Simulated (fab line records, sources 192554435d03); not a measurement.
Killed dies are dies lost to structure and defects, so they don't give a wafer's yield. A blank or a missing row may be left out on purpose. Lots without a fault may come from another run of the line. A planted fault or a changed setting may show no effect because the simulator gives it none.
fab line records | flow n5_finfet | part 1 of 2: steps 1 to 4 of 6
record lots=24 wafers=72 last_day=17
route steps=1938 shown BEOL_M2@929 BEOL_M3@944
lots that met no fault: from a run of the same line without faults
start_h: hours from the record's first day to the start of the lot's first wafer shown | wait_h: hours since the lot's step before | " the same as in the row above | L1.1+2: a row that stands for several wafers | - no value, or no start given | * or withheld: withheld | < > ~ a bound
route shown NAME@n: a module of which the file shows steps, and the number in the route of the first | usual: mean/standard deviation of fault-free wafers | same: alike in all rows | chamber/n: place in a boat | sites: the reading at each site | _std_site: their standard deviation | _edge_site: outer sites' mean less inner sites' | radius_mm: how far each site lies from the wafer's centre | mask NAME#n: copy n | behind: the tool/chamber that last shaped the wafer | hold: why the lot was held/for how many hours/how that ended | device: the transistor (n, p or np) that didn't switch | end of line: the same wafers' tests at the end of the route | a step without rows: its recipe alone | killed: dies lost to structure and defects at the first sort, not the wafer's yield | map: a wafer's dies, x killed, . not, _ none there
set.NAME: the setting as run; set.NAME@STEP: as run at that earlier step | model.NAME: the simulator's own value behind a step, which no gauge read
steps of the route over a sample of lots; a table a step, a row a wafer
services: from which hour (start_h, from the record's first day; less than 0 if before it) a tool's chamber was out of use, for how many hours, and why
## steps
# step N5_BEOL_M2_RS_MEAS_58
# recipe thk_meas_gauge=four-point-probe reads=Co_of_BEOL_M2_CO_CAP_55+Cu_of_BEOL_M2_ECD_50+Co_of_BEOL_M2_CVD_47+TaN_of_BEOL_M2_ALD_84
# usual M2_RS=0.67/0.034
# columns lot.wafer tool chamber start_h wait_h M2_RS[ohm/sq]
L074.1 film_metro-02 - 152.59 0.0 0.66
L074.3 " - " " 0.71
L074.6 " - " " 0.63
L075.1 film_metro-02 - 162.50 0.0 0.68
L075.3 " - " " 0.66
L075.4 " - " " 0.72
L076.1 film_metro-02 - 163.81 0.0 0.68
L076.4 " - " " 0.69
L076.6 " - " " 0.70
L078.2 film_metro-02 - 169.61 0.1 0.65
L078.3 " - " " 0.67
L078.6 " - " " 0.65
L079.3 film_metro-02 - 176.84 0.1 0.69
L079.5 " - " " 0.66
L079.6 " - " " 0.75
L077.2 film_metro-01 - 181.92 0.1 0.62
L077.5 " - " " 0.61
L077.6 " - " " 0.66
L080.2 film_metro-01 - 185.44 0.1 0.68
L080.3 " - " " 0.61
L080.4 " - " " 0.61
L081.3 film_metro-01 - 190.07 0.1 0.68
L081.4 " - " " 0.66
L081.5 " - " " 0.74
L082.2 film_metro-01 - 206.41 0.1 0.63
L082.4 " - " " 0.65
L082.5 " - " " 0.65
L083.1 film_metro-01 - 210.67 0.1 0.69
L083.2 " - " " 0.63
L083.4 " - " " 0.66
L084.1 film_metro-02 - 213.79 0.1 0.65
L084.2 " - " " 0.65
L084.3 " - " " 0.66
L085.1 film_metro-01 - 216.53 0.1 0.73
L085.3 " - " " 0.71
L085.4 " - " " 0.64
L086.1 film_metro-01 - 224.54 0.0 0.66
L086.2 " - " " 0.70
L086.4 " - " " 0.69
L087.2 film_metro-01 - 230.44 0.1 0.73
L087.4 " - " " 0.65
L087.6 " - " " 0.68
L088.1 film_metro-01 - 237.29 0.1 0.67
L088.3 " - " " 0.64
L088.4 " - " " 0.68
L089.1 film_metro-01 - 240.07 0.1 0.67
L089.3 " - " " 0.62
L089.6 " - " " 0.64
L090.2 film_metro-01 - 248.79 0.1 0.69
L090.4 " - " " 0.64
L090.5 " - " " 0.64
L091.1 film_metro-02 - 253.81 0.0 0.66
L091.4 " - " " 0.66
L091.6 " - " " 0.66
L092.1 film_metro-01 - 266.71 0.0 0.70
L092.4 " - " " 0.66
L092.5 " - " " 0.69
L094.1 film_metro-02 - 272.60 0.0 0.70
L094.2 " - " " 0.66
L094.5 " - " " 0.71
L093.3 film_metro-02 - 275.68 0.1 0.66
L093.4 " - " " 0.67
L093.5 " - " " 0.68
L095.2 film_metro-01 - 280.03 0.1 0.68
L095.3 " - " " 0.68
L095.4 " - " " 0.73
L096.1 film_metro-01 - 280.39 0.0 0.68
L096.4 " - " " 0.70
L096.5 " - " " 0.68
L097.2 film_metro-01 - 287.20 0.1 0.66
L097.3 " - " " 0.69
L097.4 " - " " 0.68
# step N5_BEOL_M3_CD_MEAS_11
# recipe target_cd_nm=17.05 landing_energy_ev=500 detector=se_inlens polarity=opening
# usual cd_nm=17.14/0.24
# columns lot.wafer tool chamber start_h wait_h cd_nm
L074.1 cd_sem-03 0 155.29 - 17.18
L074.3 " 0 " " 16.92
L074.6 " 0 " " 17.32
L075.1 cd_sem-02 0 164.96 - 17.06
L075.3 " 0 " " 16.73
L075.4 " 0 " " 16.81
L076.1 cd_sem-02 0 165.24 - 17.20
L076.4 " 0 " " 17.09
L076.6 " 0 " " 17.74
L078.2 cd_sem-02 0 172.43 - 17.44
L078.3 " 0 " " 17.18
L078.6 " 0 " " 17.33
L079.3 cd_sem-02 0 178.78 - 17.08
L079.5 " 0 " " 17.25
L079.6 " 0 " " 16.84
L077.2 cd_sem-03 0 182.93 - 17.28
L077.5 " 0 " " 17.03
L077.6 " 0 " " 16.99
L080.2 cd_sem-02 0 186.71 - 16.84
L080.3 " 0 " " 17.07
L080.4 " 0 " " 16.92
L081.3 cd_sem-01 0 192.54 - 17.23
L081.4 " 0 " " 17.10
L081.5 " 0 " " 17.29
L082.2 cd_sem-03 0 207.11 - 16.92
L082.4 " 0 " " 16.87
L082.5 " 0 " " 16.92
L083.1 cd_sem-03 0 213.37 - 17.20
L083.2 " 0 " " 16.91
L083.4 " 0 " " 17.04
L084.1 cd_sem-01 0 216.37 - 17.58
L084.2 " 0 " " 17.58
L084.3 " 0 " " 17.69
L085.1 cd_sem-01 0 217.62 - 16.92
L085.3 " 0 " " 17.05
L085.4 " 0 " " 16.95
L086.1 cd_sem-02 0 227.08 - 17.43
L086.2 " 0 " " 17.52
L086.4 " 0 " " 17.34
L087.2 cd_sem-03 0 233.86 - 17.02
L087.4 " 0 " " 16.91
L087.6 " 0 " " 17.38
L088.1 cd_sem-02 0 239.94 - 17.16
L088.3 " 0 " " 16.98
L088.4 " 0 " " 17.21
L089.1 cd_sem-02 0 244.00 - 17.19
L089.3 " 0 " " 16.66
L089.6 " 0 " " 16.75
L090.2 cd_sem-01 0 249.52 - 17.38
L090.4 " 0 " " 17.22
L090.5 " 0 " " 17.07
L091.1 cd_sem-02 0 255.02 - 16.96
L091.4 " 0 " " 17.07
L091.6 " 0 " " 17.06
L092.1 cd_sem-02 0 268.07 - 17.23
L092.4 " 0 " " 17.29
L092.5 " 0 " " 17.06
L094.1 cd_sem-02 0 276.09 - 17.08
L094.2 " 0 " " 17.50
L094.5 " 0 " " 17.49
L093.3 cd_sem-01 0 276.77 - 17.27
L093.4 " 0 " " 17.39
L093.5 " 0 " " 16.75
L095.2 cd_sem-02 0 280.65 - 17.49
L095.3 " 0 " " 17.20
L095.4 " 0 " " 17.05
L096.1 cd_sem-02 0 283.12 - 17.05
L096.4 " 0 " " 17.19
L096.5 " 0 " " 17.15
L097.2 cd_sem-02 0 290.68 - 17.06
L097.3 " 0 " " 16.88
L097.4 " 0 " " 16.91
# step N5_BEOL_M3_ETCH_64
# recipe chemistry=N2/H2 target=SOC target_depth_a=750 overetch_a=150 mask_material=SiARC temp_c=40 time_s=112.5 ion_energy_ev=200 pressure_mtorr=30 source_w=840 bias_w=150 n2_flow_sccm=200 h2_flow_sccm=200
# usual chamber_pressure_mTorr=30.000/0.027 drypump_motor_current_A=5.8/0.42 oes_product_au=0.63/0.065 rf_vpp_V=523.2/1.9 showerhead_plenum_p_Torr=2.51/0.067 throttle_valve_pct=17.81/0.3
# columns lot.wafer tool chamber start_h wait_h chamber_pressure_mTorr drypump_motor_current_A oes_product_au rf_hours_counter_h rf_vpp_V showerhead_plenum_p_Torr throttle_valve_pct
L074.1 rie_diel-06 3 155.59 0.0 30.000 5.2 0.58 196 525.6 2.63 18.08
L074.3 " 1 " " 29.987 5.5 0.59 156 525.3 2.55 17.42
L074.6 " 1 " " 30.015 5.5 0.59 - 523.2 2.55 17.40
L075.1 rie_diel-01 0 165.16 0.0 29.994 6.3 0.77 1 521.5 2.48 17.27
L075.3 " 1 " " 30.031 5.4 0.60 163 520.7 2.42 17.52
L075.4 " 2 " " 30.014 5.9 0.62 155 525.8 2.56 18.06
L076.1 rie_diel-01 0 165.44 0.0 30.014 6.3 0.78 1 522.1 2.48 17.28
L076.4 " 1 " " 29.966 5.4 0.60 164 520.5 2.42 17.51
L076.6 " 2 " " 29.945 5.8 0.61 - 522.7 2.56 18.06
L078.2 rie_diel-01 2 172.81 0.0 30.001 5.9 0.61 158 524.0 2.56 18.07
L078.3 " 3 " " 29.986 6.2 0.61 147 521.5 2.44 17.67
L078.6 " 2 " " 30.002 5.9 0.62 - 523.3 2.56 18.07
L079.3 rie_diel-02 1 178.98 0.0 29.961 5.8 0.55 241 522.6 2.51 18.45
L079.5 " 0 " " 30.020 5.0 0.68 - 523.2 2.47 17.70
L079.6 " 1 " " 30.011 5.8 0.55 - 520.7 2.51 18.45
L077.2 rie_diel-02 1 183.13 0.0 30.015 5.8 0.54 242 525.2 2.51 18.44
L077.5 " 0 " " 30.044 5.0 0.68 - 522.1 2.47 17.69
L077.6 " 3 " " 30.013 6.3 0.66 - 524.3 2.57 17.91
L080.2 rie_diel-01 2 186.97 0.0 29.972 5.9 0.61 163 524.5 2.55 18.09
L080.3 " 1 " " 30.011 5.4 0.59 172 520.5 2.42 17.53
L080.4 " 0 " " 29.965 6.3 0.76 5 522.8 2.48 17.29
L081.3 rie_diel-01 3 192.74 0.0 30.004 6.2 0.60 154 520.4 2.43 17.70
L081.4 " 2 " " 30.019 5.9 0.61 164 523.7 2.55 18.07
L081.5 " 0 " " 30.006 6.3 0.75 - 523.1 2.48 17.29
L082.2 rie_diel-02 2 207.31 0.0 30.050 6.0 0.58 172 525.6 2.63 18.03
L082.4 " 1 " " 30.006 5.8 0.55 250 522.8 2.50 18.46
L082.5 " 2 " " 30.031 6.0 0.58 - 525.3 2.63 18.03
L083.1 rie_diel-01 2 213.70 0.0 30.002 5.9 0.60 169 524.0 2.55 18.09
L083.2 " 1 " " 29.985 5.5 0.59 179 521.5 2.42 17.54
L083.4 " 3 " " 30.008 6.2 0.60 159 520.1 2.43 17.69
L084.1 rie_diel-06 3 216.60 0.0 29.986 5.2 0.57 213 527.1 2.62 18.12
L084.2 " 2 " " 30.006 6.2 0.56 199 523.8 2.51 18.10
L084.3 " 1 " " 30.044 5.5 0.58 172 523.1 2.54 17.45
L085.1 rie_diel-02 3 217.82 0.0 29.957 6.3 0.65 85 523.6 2.57 17.95
L085.3 " 2 " " 29.987 6.0 0.57 177 526.9 2.63 18.03
L085.4 " 3 " " 30.019 6.3 0.64 - 524.5 2.57 17.93
L086.1 rie_diel-02 2 227.30 0.0 30.012 6.0 0.57 181 526.7 2.63 18.03
L086.2 " 3 " " 30.005 6.3 0.64 89 523.3 2.57 17.94
L086.4 " 1 " " 29.999 5.8 0.81 0 522.6 2.50 18.07
L087.2 rie_diel-01 0 234.06 0.0 30.009 6.3 0.72 20 523.0 2.48 17.32
L087.4 " 2 " " 30.020 5.9 0.59 - 523.5 2.55 18.10
L087.6 " 0 " " 29.994 6.4 0.72 - 522.3 2.48 17.31
L088.1 rie_diel-01 2 240.15 0.0 30.020 5.9 0.60 178 523.3 2.55 18.11
L088.3 " 0 " " 30.011 6.4 0.72 23 522.8 2.47 17.30
L088.4 " 2 " " 30.025 5.9 0.60 - 524.0 2.55 18.11
L089.1 rie_diel-02 2 244.20 0.0 30.019 6.0 0.57 185 528.1 2.63 18.05
L089.3 " 3 " " 29.935 6.3 0.64 94 524.9 2.56 17.95
L089.6 " 2 " " 29.953 6.0 0.56 - 526.7 2.63 18.05
L090.2 rie_diel-06 3 249.92 0.0 29.995 5.3 0.57 224 525.6 2.62 18.13
L090.4 " 2 " " 30.033 6.2 0.56 211 522.5 2.50 18.14
L090.5 " 2 " " 30.025 6.2 0.55 - 524.0 2.50 18.12
L091.1 rie_diel-02 2 255.23 0.0 30.001 6.0 0.56 190 526.7 2.62 18.05
L091.4 " 0 " " 30.027 5.1 0.66 66 522.1 2.46 17.73
L091.6 " 1 " " 29.983 5.8 0.76 - 523.1 2.50 18.11
L092.1 rie_diel-02 1 268.52 0.0 30.037 5.8 0.75 13 523.6 2.50 18.11
L092.4 " 0 " " 30.006 5.0 0.66 71 523.9 2.46 17.74
L092.5 " 0 " " 29.981 5.0 0.66 - 522.5 2.46 17.75
L094.1 rie_diel-01 0 276.29 0.0 30.031 6.3 0.70 35 520.3 2.47 17.34
L094.2 " 2 " " 30.015 5.9 0.59 189 523.3 2.54 18.14
L094.5 " 2 " " 29.997 5.9 0.59 - 524.3 2.54 18.11
L093.3 rie_diel-06 2 276.97 0.0 29.966 6.2 0.55 218 521.6 2.50 18.14
L093.4 " 1 " " 30.017 5.5 0.57 191 523.9 2.53 17.48
L093.5 " 2 " " 29.968 6.2 0.55 - 521.3 2.50 18.14
L095.2 rie_diel-01 0 280.90 0.0 30.016 6.4 0.70 37 523.7 2.47 17.36
L095.3 " 2 " " 30.009 5.8 0.59 191 522.7 2.54 18.14
L095.4 " 1 " " 29.935 5.5 0.57 202 520.6 2.41 17.56
L096.1 rie_diel-06 2 283.86 0.0 30.014 6.3 0.55 221 522.4 2.50 18.15
L096.4 " 1 " " 29.998 5.5 0.56 193 523.8 2.53 17.47
L096.5 " 0 " " 29.994 5.6 0.69 - 522.7 2.47 17.71
L097.2 rie_diel-01 3 290.88 0.0 30.044 6.2 0.59 179 520.0 2.42 17.75
L097.3 " 1 " " 30.009 5.4 0.58 206 518.5 2.41 17.58
L097.4 " 0 " " 30.029 6.3 0.69 40 522.9 2.47 17.35
# step N5_BEOL_M3_CD_MEAS_18
# recipe pitch_nm=36 target_cd_nm=18
# usual cd_nm=18.1/0.35
# columns lot.wafer tool chamber start_h wait_h cd_nm
L074.1 cd_sem-01 - 155.95 0.0 18.0
L074.3 " - " " 17.6
L074.6 " - " " 17.8
L075.1 cd_sem-01 - 165.62 0.0 17.9
L075.3 " - " " 18.0
L075.4 " - " " 18.0
L076.1 cd_sem-03 - 165.79 0.0 18.1
L076.4 " - " " 18.0
L076.6 " - " " 18.7
L078.2 cd_sem-03 - 173.24 0.1 18.3
L078.3 " - " " 18.4
L078.6 " - " " 18.2
L079.3 cd_sem-03 - 179.33 0.1 17.7
L079.5 " - " " 18.1
L079.6 " - " " 17.7
L077.2 cd_sem-03 - 183.48 0.1 17.7
L077.5 " - " " 17.7
L077.6 " - " " 18.2
L080.2 cd_sem-01 - 187.33 0.1 18.7
L080.3 " - " " 17.5
L080.4 " - " " 18.1
L081.3 cd_sem-02 - 193.15 0.1 17.9
L081.4 " - " " 18.7
L081.5 " - " " 18.9
L082.2 cd_sem-02 - 207.66 0.1 17.3
L082.4 " - " " 18.0
L082.5 " - " " 17.5
L083.1 cd_sem-03 - 214.05 0.0 17.9
L083.2 " - " " 17.5
L083.4 " - " " 17.5
L084.1 cd_sem-03 - 217.06 0.0 18.3
L084.2 " - " " 18.6
L084.3 " - " " 17.6
L085.1 cd_sem-01 - 218.17 0.0 18.2
L085.3 " - " " 18.0
L085.4 " - " " 17.8
L086.1 cd_sem-01 - 227.69 0.0 18.1
L086.2 " - " " 18.4
L086.4 " - " " 18.4
L087.2 cd_sem-03 - 234.45 0.1 18.4
L087.4 " - " " 18.4
L087.6 " - " " 17.8
L088.1 cd_sem-01 - 240.49 0.0 18.2
L088.3 " - " " 18.1
L088.4 " - " " 18.3
L089.1 cd_sem-03 - 244.82 0.0 17.6
L089.3 " - " " 18.0
L089.6 " - " " 17.3
L090.2 cd_sem-01 - 250.42 0.1 18.0
L090.4 " - " " 18.4
L090.5 " - " " 18.4
L091.1 cd_sem-03 - 255.58 0.0 17.6
L091.4 " - " " 18.6
L091.6 " - " " 18.2
L092.1 cd_sem-02 - 268.96 0.0 18.1
L092.4 " - " " 18.6
L092.5 " - " " 18.4
L094.1 cd_sem-02 - 276.67 0.0 18.1
L094.2 " - " " 18.2
L094.5 " - " " 18.2
L093.3 cd_sem-02 - 277.35 0.1 18.3
L093.4 " - " " 17.6
L093.5 " - " " 18.2
L095.2 cd_sem-01 - 281.37 0.1 18.5
L095.3 " - " " 18.5
L095.4 " - " " 17.8
L096.1 cd_sem-02 - 284.29 0.0 18.5
L096.4 " - " " 18.1
L096.5 " - " " 18.5
L097.2 cd_sem-03 - 291.23 0.1 18.3
L097.3 " - " " 17.5
L097.4 " - " " 17.9
